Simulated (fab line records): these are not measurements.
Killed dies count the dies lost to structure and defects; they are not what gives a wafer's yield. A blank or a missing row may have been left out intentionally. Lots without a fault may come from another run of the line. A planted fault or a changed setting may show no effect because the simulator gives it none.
Chamber matching -- flow nandHarc -- NHARC_P_M1_PRE_CLEAN_32 on pecvd-04: 3 sister chambers
The step time 12 s. 6 wafers are shown with their chamber, then 8 later ones without.

## EACH WAFER AND ITS CHAMBER
wafer,chamber,heaterPowerW (W)
L083.5,2,493
L085.6,1,549
L091.2,0,780
L091.3,1,527
L091.6,2,543
L092.1,0,670

## WAFERS WHOSE CHAMBER IS MISSING
wafer,heaterPowerW (W)
L092.5,609
L092.6,564
L093.2,623
L093.3,579
L093.5,606
L095.1,567
L095.4,544
L095.5,740

## CHAMBER TAKEN BY EACH
wafer,from the rows above,in truth
L092.5,can't be placed: 1 or 2 or 0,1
L092.6,can't be placed: 1 or 2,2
L093.2,can't be placed: 1 or 0 or 2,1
L093.3,can't be placed: 1 or 2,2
L093.5,can't be placed: 1 or 2 or 0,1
L095.1,can't be placed: 1 or 2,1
L095.4,can't be placed: 1 or 2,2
L095.5,0,0
1 of 8 placed correctly. Unplaceable from these rows: 7, with the true chamber sitting among the candidates in 7. 0 placed wrongly.
How it was worked out, from the rows above alone: a wafer's distance from a chamber is the root of the sum, over the readings, of the square of ((its reading less the chamber's mean) divided by the reading's scatter). The wafer belongs to the nearest chamber; if the next one is less than 2 further off, it can't be placed. For every chamber, the mean is computed from those of its wafers that are shown. The scatter: take each reading less its chamber's mean, square it, sum over the shown wafers, divide by the number of wafers less the number of chambers, and take the root.
